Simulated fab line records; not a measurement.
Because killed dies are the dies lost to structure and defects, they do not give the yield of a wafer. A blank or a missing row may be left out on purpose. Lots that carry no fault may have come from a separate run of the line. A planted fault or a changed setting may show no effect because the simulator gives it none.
Which tool was responsible? | flow n5-finfet | 11 lots (33 wafers sampled), 1 step of a 1938-step route

## WHAT THE GAUGES SHOWED, per wafer
N5_BEOL_M5_CD_MEAS_11: the cd target is 27.74 nm.
lot  | measured     | on        | cd-nm (nm)
L075 | day 8 07:04  | cd-sem-03 | 28.30 28.01 27.89
L076 | day 8 16:01  | cd-sem-02 | 28.15 28.24 27.91
L080 | day 9 11:07  | cd-sem-01 | 28.12 28.10 28.04
L081 | day 9 16:19  | cd-sem-01 | 28.30 28.03 28.17
L083 | day 10 12:14 | cd-sem-01 | 27.80 27.61 27.68
L085 | day 10 16:20 | cd-sem-03 | 27.73 28.08 27.83
L087 | day 10 23:53 | cd-sem-02 | 27.54 27.38 27.66
L089 | day 11 20:52 | cd-sem-03 | 27.88 27.81 27.93
L092 | day 12 22:49 | cd-sem-02 | 28.23 27.71 27.83
L093 | day 13 10:29 | cd-sem-01 | 28.12 28.18 27.96
L094 | day 13 17:29 | cd-sem-01 | 27.89 27.68 27.83

## TOOL THAT RAN EACH LOT (tool first, then ch and the chambers of the sampled wafers, then the start)
The record shows no process step preceding these readings.

## THE ANSWER, worked out from the rows above alone
Rule: the usual values come from the lots themselves. Put in order of their means at a reading, lots are off if they are a third of the lots or fewer, leave a main group of 4 or more, and stand apart from it by a gap of 3 or more times the standard deviation of the main group's means; of several such gaps the widest counts. If all means in a main group match to the digits the tables above print for the reading, that group is not used. Also off: a lot with no number at a reading for which 4 or more lots have one. Any other lot the step has rows for is counted as sound.
No lot is off at any reading shown: from this, nothing can be told.

## WHAT WAS PUT IN BY THE SIMULATOR
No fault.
